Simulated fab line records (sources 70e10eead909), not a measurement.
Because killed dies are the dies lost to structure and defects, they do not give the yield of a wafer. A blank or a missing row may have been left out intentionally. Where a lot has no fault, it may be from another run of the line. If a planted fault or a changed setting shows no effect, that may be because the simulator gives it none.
fab line records	flow nand-harc
record: lots: 5	wafers: 15	last-day: 33
route steps=1302 shown A_CHANNEL_HOLE_D1@471
lots that met no fault: taken from a fault-free run of the same line
start-h: the number of hours between the record's first day and the start of the first shown wafer of the lot	wait-h: time in hours since the lot's previous step	" identical to the entry in the row above	L1.1+2: a row that stands for several wafers	- no value present, or no start provided	* or withheld: withheld	< > ~ a bound
route shown NAME@n: a module of which the file shows steps, and the number in the route of the first	usual: average and standard deviation across the fault-free wafers	same: alike in all rows	chamber/n: place in a boat	sites: the reading at each site	_std_site: standard deviation of those values	_edge_site: the outer-site mean with the inner-site mean subtracted	radius-mm: how far each site lies from the wafer's centre	mask NAME#n: copy n	behind: the most recent tool/chamber to have shaped the wafer	hold: why the lot went on hold/how many hours it stayed there/how the hold came to an end	device: which transistor (n, p or np) failed to switch	end of line: the route-end tests of the same wafers	step lacking rows: just its recipe	killed: not the wafer's yield, but the dies lost to structure and defects at the first sort	map: the dies of a wafer, with x for killed, . for not killed, _ for no die there
set.NAME: setting as actually run; set.NAME@STEP: the setting as run at that earlier step	model.NAME: the simulator's own value behind a step, which no gauge read
lots seen at some steps along the route; tables by step, rows by wafer
services: from which hour (start-h, from the record's first day; less than 0 if before it) a tool's chamber was out of use, for how many hours, and why
== steps ==
step: NHARC_A_CHANNEL_HOLE_D1_ETCH_19
recipe: bias-v: 1200	source-w: 2500	pressure-mtorr: 15	time-s: 34.5	ar-flow-sccm: 375	c4f8-flow-sccm: 28.8	o2-flow-sccm: 96.2	temp-c: -20	target-depth-a: *	chemistry: C4F8/O2/Ar
step: NHARC_A_CHANNEL_HOLE_D1_ETCH_20
recipe: bias-v: 3000	source-w: withheld	pressure-mtorr: 20	time-s: 361.9	ar-flow-sccm: 375	c4f8-flow-sccm: 89.3	o2-flow-sccm: 35.7	temp-c: -20	target-depth-a: 16000	chemistry: C4F8/O2/Ar
usual: drypump-motor-current-A: 5.7/0.54	he-backside-leak-sccm: 6.4/0.73	run-length-s: 346.9/0	showerhead-plenum-p-Torr: 3.67/0.045	throttle-valve-pct: 32.155/0.0093
lot.wafer	tool	chamber	start-h	wait-h	drypump-motor-current-A	he-backside-leak-sccm	rf-hours-counter-h	run-length-s	showerhead-plenum-p-Torr	throttle-valve-pct
L496.1	har-etch-01	0	229.36	0.1	6.1	6.1	110	346.9	3.65	32.143
L496.4	"	0	"	"	6.1	6.1	-	346.9	3.65	32.146
L496.6	"	0	"	"	6.2	6.1	-	346.9	3.65	32.163
L502.1	har-etch-02	0	291.27	0.1	6.3	7.3	352	346.9	3.74	32.172
L502.6	"	0	"	"	6.3	7.3	-	346.9	3.74	32.161
L502.5	"	1	"	"	5.1	6.6	-	346.9	3.67	32.156
L508.1	har-etch-02	0	349.89	0.1	6.3	7.3	390	346.9	3.71	32.152
L508.3	"	0	"	"	6.3	6.9	-	346.9	3.71	32.147
L508.4	"	1	"	"	5.1	7.1	-	346.9	3.65	32.137
L510.4	har-etch-02	0	394.36	0.2	6.3	5.5	-	346.9	3.71	32.157
L510.5	"	0	"	"	6.3	5.6	-	346.9	3.71	32.157
L510.6	"	1	"	"	5.1	5.9	-	346.9	3.64	32.164
L513.1	har-etch-02	0	402.97	0.1	6.2	5.7	8	346.9	3.70	32.152
L513.3	"	1	"	"	5.1	5.8	-	346.9	3.64	32.159
L513.6	"	1	"	"	5.1	6.0	-	346.9	3.64	32.153
step: NHARC_A_CHANNEL_HOLE_D1_ETCH_21
recipe: bias-v: 3000	source-w: withheld	pressure-mtorr: 20	time-s: 514.3	ar-flow-sccm: 375	c4f8-flow-sccm: 89.3	o2-flow-sccm: 35.7	temp-c: -20	target-depth-a: 16000	chemistry: C4F8/O2/Ar
usual: drypump-motor-current-A: 5.7/0.54	he-backside-leak-sccm: 6.4/0.63	run-length-s: 499.3/0	showerhead-plenum-p-Torr: 3.67/0.045	throttle-valve-pct: 32.154/0.0089
lot.wafer	tool	chamber	start-h	wait-h	drypump-motor-current-A	he-backside-leak-sccm	rf-hours-counter-h	run-length-s	showerhead-plenum-p-Torr	throttle-valve-pct
L496.1	har-etch-01	0	229.70	0.3	6.2	5.8	111	499.3	3.65	32.149
L496.4	"	0	"	"	6.2	5.7	-	499.3	3.65	32.168
L496.6	"	0	"	"	6.2	5.7	-	499.3	3.65	32.152
L502.1	har-etch-02	0	291.59	0.3	6.3	7.4	352	499.3	3.74	32.148
L502.6	"	0	"	"	6.3	7.2	-	499.3	3.74	32.149
L502.5	"	1	"	"	5.1	7.0	-	499.3	3.67	32.157
L508.1	har-etch-02	0	350.19	0.3	6.2	7.5	390	499.3	3.71	32.157
L508.3	"	0	"	"	6.3	7.5	-	499.3	3.71	32.153
L508.4	"	1	"	"	5.1	7.6	-	499.3	3.65	32.163
L510.4	har-etch-02	0	394.71	0.3	6.3	6.0	-	499.3	3.71	32.167
L510.5	"	0	"	"	6.3	5.8	-	499.3	3.71	32.152
L510.6	"	1	"	"	5.1	5.2	-	499.3	3.64	32.153
L513.1	har-etch-02	0	403.28	0.3	6.2	5.6	8	499.3	3.70	32.158
L513.3	"	1	"	"	5.1	6.0	-	499.3	3.64	32.154
L513.6	"	1	"	"	5.1	5.8	-	499.3	3.64	32.154
step: NHARC_A_CHANNEL_HOLE_D1_ETCH_22
recipe: bias-v: 3000	source-w: withheld	pressure-mtorr: 20	time-s: 666.7	ar-flow-sccm: 375	c4f8-flow-sccm: 89.3	o2-flow-sccm: 35.7	temp-c: -20	target-depth-a: 16000	chemistry: C4F8/O2/Ar
usual: drypump-motor-current-A: 5.7/0.55	he-backside-leak-sccm: 6.4/0.62	run-length-s: 651.7/0	showerhead-plenum-p-Torr: 3.67/0.045	throttle-valve-pct: 32.154/0.0084
lot.wafer	tool	chamber	start-h	wait-h	drypump-motor-current-A	he-backside-leak-sccm	rf-hours-counter-h	run-length-s	showerhead-plenum-p-Torr	throttle-valve-pct
L496.1	har-etch-01	0	230.16	0.4	6.2	6.0	111	651.7	3.65	32.153
L496.4	"	0	"	"	6.1	5.8	-	651.7	3.65	32.148
L496.6	"	0	"	"	6.1	6.0	-	651.7	3.65	32.160
L502.1	har-etch-02	0	292.03	0.4	6.3	7.4	352	651.7	3.74	32.163
L502.6	"	0	"	"	6.3	7.3	-	651.7	3.74	32.149
L502.5	"	1	"	"	5.1	6.9	-	651.7	3.67	32.148
L508.1	har-etch-02	0	350.64	0.4	6.3	7.7	391	651.7	3.71	32.157
L508.3	"	0	"	"	6.3	7.7	-	651.7	3.71	32.166
L508.4	"	1	"	"	5.1	7.2	-	651.7	3.65	32.156
L510.4	har-etch-02	0	395.20	0.4	6.3	5.5	-	651.7	3.71	32.166
L510.5	"	0	"	"	6.3	5.7	-	651.7	3.71	32.147
L510.6	"	1	"	"	5.1	6.0	-	651.7	3.64	32.153
L513.1	har-etch-02	0	403.73	0.4	6.3	5.6	9	651.7	3.70	32.149
L513.3	"	1	"	"	5.1	5.9	-	651.7	3.64	32.165
L513.6	"	1	"	"	5.1	5.7	-	651.7	3.64	32.162
step: NHARC_A_CHANNEL_HOLE_D1_ETCH_23
recipe: bias-v: 5000	source-w: withheld	pressure-mtorr: 20	time-s: 819	ar-flow-sccm: 375	c4f8-flow-sccm: 89.3	o2-flow-sccm: 35.7	temp-c: -20	target-depth-a: 16000	chemistry: C4F8/O2/Ar
usual: drypump-motor-current-A: 5.7/0.54	he-backside-leak-sccm: 6.5/0.61	run-length-s: 804/0	showerhead-plenum-p-Torr: 3.67/0.045	throttle-valve-pct: 32.155/0.0085
lot.wafer	tool	chamber	start-h	wait-h	drypump-motor-current-A	he-backside-leak-sccm	rf-hours-counter-h	run-length-s	showerhead-plenum-p-Torr	throttle-valve-pct
L496.1	har-etch-01	0	230.75	0.5	6.1	6.3	112	804	3.65	32.147
L496.4	"	0	"	"	6.1	6.0	-	804	3.65	32.149
L496.6	"	0	"	"	6.1	5.9	-	804	3.65	32.177
L502.1	har-etch-02	0	292.59	0.5	6.2	7.2	353	804	3.74	32.151
L502.6	"	0	"	"	6.3	7.0	-	804	3.73	32.169
L502.5	"	1	"	"	5.1	7.6	-	804	3.67	32.150
L508.1	har-etch-02	0	351.20	0.5	6.3	7.7	391	804	3.71	32.162
L508.3	"	0	"	"	6.3	7.5	-	804	3.71	32.171
L508.4	"	1	"	"	5.1	6.8	-	804	3.65	32.164
L510.4	har-etch-02	0	395.81	0.5	6.3	6.0	-	804	3.71	32.142
L510.5	"	0	"	"	6.3	6.0	-	804	3.71	32.154
L510.6	"	1	"	"	5.1	5.7	-	804	3.64	32.153
L513.1	har-etch-02	0	404.29	0.5	6.3	5.9	9	804	3.70	32.164
L513.3	"	1	"	"	5.1	6.3	-	804	3.64	32.152
L513.6	"	1	"	"	5.1	6.5	-	804	3.64	32.161
step: NHARC_A_CHANNEL_HOLE_D1_ETCH_24
recipe: bias-v: 5000	source-w: withheld	pressure-mtorr: 20	time-s: 906.2	ar-flow-sccm: 375	c4f8-flow-sccm: 93.8	o2-flow-sccm: 31.2	temp-c: -20	target-depth-a: 15000	chemistry: C4F8/O2/Ar
usual: drypump-motor-current-A: 5.7/0.54	he-backside-leak-sccm: 6.4/0.61	run-length-s: 891.2/0	showerhead-plenum-p-Torr: 3.66/0.045	throttle-valve-pct: 32.236/0.0093
lot.wafer	tool	chamber	start-h	wait-h	drypump-motor-current-A	he-backside-leak-sccm	rf-hours-counter-h	run-length-s	showerhead-plenum-p-Torr	throttle-valve-pct
L496.1	har-etch-01	0	231.46	0.6	6.1	6.2	113	891.2	3.65	32.233
L496.4	"	0	"	"	6.1	6.1	-	891.2	3.65	32.240
L496.6	"	0	"	"	6.1	5.9	-	891.2	3.65	32.235
L502.1	har-etch-02	0	293.28	0.6	6.3	7.3	354	891.2	3.73	32.245
L502.6	"	0	"	"	6.3	7.3	-	891.2	3.73	32.237
L502.5	"	1	"	"	5.1	6.8	-	891.2	3.66	32.232
L508.1	har-etch-02	0	351.89	0.6	6.3	7.1	392	891.2	3.71	32.235
L508.3	"	0	"	"	6.3	7.3	-	891.2	3.71	32.238
L508.4	"	1	"	"	5.1	7.7	-	891.2	3.64	32.248
L510.4	har-etch-02	0	396.52	0.6	6.3	6.0	-	891.2	3.70	32.232
L510.5	"	0	"	"	6.3	5.9	-	891.2	3.70	32.238
L510.6	"	1	"	"	5.1	5.7	-	891.2	3.64	32.240
L513.1	har-etch-02	0	404.98	0.6	6.3	5.9	10	891.2	3.70	32.231
L513.3	"	1	"	"	5.1	5.5	-	891.2	3.63	32.235
L513.6	"	1	"	"	5.1	5.7	-	891.2	3.63	32.235
step: NHARC_A_CHANNEL_HOLE_D1_ETCH_25
recipe: bias-v: 5000	source-w: withheld	pressure-mtorr: 20	time-s: 1040.2	ar-flow-sccm: 375	c4f8-flow-sccm: 93.8	o2-flow-sccm: 31.2	temp-c: -20	target-depth-a: 15000	chemistry: C4F8/O2/Ar
step: NHARC_A_CHANNEL_HOLE_D1_ETCH_26
recipe: bias-v: 300	source-w: 2000	pressure-mtorr: 30	time-s: 224.1	ar-flow-sccm: 375	c4f8-flow-sccm: 11.4	o2-flow-sccm: 113.6	temp-c: -20	target-depth-a: 3000	chemistry: C4F8/O2/Ar
step: NHARC_A_CHANNEL_HOLE_D1_ETCH_33
recipe: bias-v: 400	source-w: 2000	pressure-mtorr: 25	time-s: 90	ar-flow-sccm: 375	c4f8-flow-sccm: 41.7	o2-flow-sccm: 83.3	temp-c: -20	target-depth-a: 4000	chemistry: C4F8/O2/Ar
step: NHARC_A_CHANNEL_HOLE_D1_STRIP_41
recipe: n2-flow-sccm: 150	h2-flow-sccm: 150	ar-flow-sccm: 0	bias-w: 0	chemistry: N2/H2
step: NHARC_A_CHANNEL_HOLE_D1_STRIP_42
recipe: cf4-flow-sccm: 100	chf3-flow-sccm: 30	ar-flow-sccm: 0	bias-w: 0	chemistry: CF4/CHF3
step: NHARC_A_CHANNEL_HOLE_D1_STRIP_43
recipe: o2-flow-sccm: 400	cos-flow-sccm: 20	ar-flow-sccm: 0	bias-w: 0	chemistry: O2/COS
step: NHARC_A_CHANNEL_HOLE_D1_ETCH_44
recipe: target-depth-a: 1400	overetch-a: 140	time-s: 77	ion-energy-ev: 100	cf4-flow-sccm: 80	o2-flow-sccm: 20	ar-flow-sccm: 0	rf-w: 300	bias-w: 100	chemistry: CF4/O2
usual: bias-w: 100.01/0.29	drypump-motor-current-A: 5.9/0.39	oes-product-au: 1.002/0.0085	rf-vpp-V: 197.7/1.4	run-length-s: 98.2/0.32	showerhead-plenum-p-Torr: 1.33/0.058	throttle-valve-pct: 13.396/0.0091
lot.wafer	tool	chamber	start-h	wait-h	bias-w	drypump-motor-current-A	oes-product-au	rf-hours-counter-h	rf-vpp-V	run-length-s	showerhead-plenum-p-Torr	throttle-valve-pct
L496.1	rie-diel-07	2	233.97	0.1	99.90	6.7	1.014	33	199.1	98.0	1.37	13.400
L496.4	"	3	"	"	100.47	5.3	1.002	37	198.2	98.1	1.37	13.399
L496.6	"	1	"	"	99.31	5.7	0.996	-	197.7	97.5	1.35	13.396
L502.1	rie-diel-03	2	295.90	0.1	99.80	6.3	0.990	1	198.2	98.1	1.42	13.406
L502.6	"	2	"	"	100.34	6.2	1.002	-	201.2	98.2	1.42	13.389
L502.5	"	0	"	"	-	5.6	0.998	-	198.6	90.5	1.30	13.398
L508.3	rie-diel-01	1	354.65	0.1	99.94	5.1	0.997	45	196.6	97.6	1.24	13.384
L508.1	"	2	"	"	99.82	5.1	0.986	43	198.7	98.1	1.35	13.395
L508.4	"	0	"	"	100.37	5.7	1.000	47	196.6	98.2	1.30	13.398
L510.4	rie-diel-01	2	399.33	0.1	99.90	5.1	0.996	3	197.2	98.2	1.34	13.382
L510.6	"	2	"	"	99.84	5.1	1.000	-	197.5	98.1	1.34	13.400
L510.5	"	3	"	"	100.24	5.1	0.996	-	198.6	97.8	1.39	13.396
L513.3	rie-diel-03	1	407.59	0.1	99.67	5.8	0.979	9	197.8	98.5	1.32	13.379
L513.1	"	2	"	"	99.87	6.3	1.003	10	200.5	98.0	1.42	13.402
L513.6	"	2	"	"	100.24	6.3	0.996	-	199.2	98.5	1.42	13.409
step: NHARC_A_CHANNEL_HOLE_D1_STRIP_27
recipe: o2-flow-sccm: 500	ar-flow-sccm: 0	bias-w: 0	chemistry: O2
== services ==
tool	chamber	start-h	hours	kind
rie-diel-07	2	207.60	7.9	repair
rie-diel-03	0	211.32	-	clean
rie-diel-03	1	211.32	-	clean
rie-diel-03	0	215.07	5.7	repair
rie-diel-07	2	255.00	1.6	repair
rie-diel-03	0	258.57	36.1	repair
rie-diel-03	1	265.21	2.0	repair
rie-diel-03	-	281.38	9.0	pm
rie-diel-07	-	294.47	9.0	pm
rie-diel-03	0	304.74	13.8	repair
rie-diel-07	-	316.59	0.5	repair
rie-diel-03	0	323.57	3.2	repair
rie-diel-03	0	333.01	3.2	repair
rie-diel-01	2	357.92	4.0	repair
har-etch-02	-	377.14	17.0	pm
har-etch-02	0	377.14	17.0	vent-cycle
har-etch-02	1	377.14	17.0	vent-cycle
rie-diel-01	-	381.75	9.0	pm
har-etch-02	0	394.14	-	clean
har-etch-02	0	394.14	-	consumable-replace:focus-ring
har-etch-02	1	394.14	-	clean
har-etch-02	1	394.14	-	consumable-replace:focus-ring
rie-diel-07	1	405.40	4.9	repair
rie-diel-01	3	406.68	5.1	repair
== key ==
first-sign: step: NHARC_A_CHANNEL_HOLE_D1_ETCH_44	reading: run-length-s	direction: down	sigmas: 24	usual: *	struck: *
effect none on later readings
met-at NHARC_A_CHANNEL_HOLE_D1_ETCH_44
struck-wafers L502.5
later-rows-left-out L502.5
sort-left-out L502.5
tester-left-out L502
fault: kind: process-parameter-drift	tool: rie-diel-03	chamber: 0	onset-h: 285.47	steps: NHARC_A_CHANNEL_HOLE_D1_ETCH_44	channel: time-s	offset: *	shape: step	end-h: 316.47	acts-in: *	stated: *
tester-left-out: of these lots the tester's yield and bins aren't shown, on N5 and GAA mostly nor the transistor test; their killed dies are dies lost to structure and defects alone, not to doping, threshold or leakage, so they don't give the yield
sort-left-out: the simulated sort isn't trusted on such a fault, so these wafers' sort isn't shown, and their yield isn't known
later-rows-left-out: the simulator's readings of these wafers behind a module that went badly wrong aren't trusted and aren't shown, but for the sort
